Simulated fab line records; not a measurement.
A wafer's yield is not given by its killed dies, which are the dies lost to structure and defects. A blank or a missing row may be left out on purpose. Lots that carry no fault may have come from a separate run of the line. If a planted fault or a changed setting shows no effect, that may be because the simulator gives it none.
Matching of chambers | flow nandHarc | 3 sister chambers for NHARC_A_STAIRCASE_DEP_280 on pecvd-02
The step deposits SiON, target thk 30 nm. 14 wafers are shown with their chamber, then 7 later ones without.

## WAFERS WITH THEIR CHAMBER
wafer  | chamber | rfFwdPowerW (W) | heaterPowerW (W)
L080.4 | 0       | 349.7           | 861
L080.5 | 1       | 346.6           | 831
L080.6 | 2       | 350.4           | 687
L083.1 | 0       | 348.9           | 807
L083.3 | 2       | 348.9           | 658
L083.6 | 1       | 346.7           | 869
L090.1 | 2       | 349.5           | 690
L090.2 | 0       | 350.2           | 833
L090.3 | 1       | 347.0           | 805
L089.2 | 0       | 349.3           | 743
L089.4 | 1       | 346.5           | 817
L089.6 | 2       | 348.7           | 647
L092.1 | 2       | 349.0           | 668
L092.2 | 0       | 350.8           | 733

SIGNATURES (means of the wafers above)
reading      | chamber 0 | chamber 1 | chamber 2 | scatter within a chamber
rfFwdPowerW  | 349.780   | 346.700   | 349.300   | 0.62
heaterPowerW | 795.40    | 830.50    | 670.00    | 38.3
Rule: distance of a wafer from a chamber = root of the sum over the readings of ((wafer's reading minus chamber's mean) / reading's scatter) squared. The wafer belongs to the nearest chamber; if the next one is less than 2 further off, it can't be placed. The scatter: the root of (the sum of the squares of (reading less its chamber's mean) over the shown wafers, divided by (wafers less chambers)).

## WAFERS MISSING THEIR CHAMBER
wafer  | rfFwdPowerW (W) | heaterPowerW (W)
L092.4 | 347.7           | 703
L091.3 | 348.4           | 580
L091.5 | 348.0           | 607
L091.6 | 349.9           | 758
L094.2 | 349.0           | 751
L094.5 | 348.0           | 726
L094.6 | 348.4           | 766

## EACH ONE'S CHAMBER
wafer  | from the rows above          | in truth
L092.4 | can't be placed: 2 or 1 or 0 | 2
L091.3 | 2                            | 2
L091.5 | 2                            | 2
L091.6 | can't be placed: 0 or 2      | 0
L094.2 | can't be placed: 0 or 2      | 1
L094.5 | can't be placed: 2 or 0 or 1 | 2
L094.6 | can't be placed: 0 or 2 or 1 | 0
2 of 7 placed correctly. These rows do not allow placing 5 (true chamber among the candidates in 4). Placed wrongly: 0.
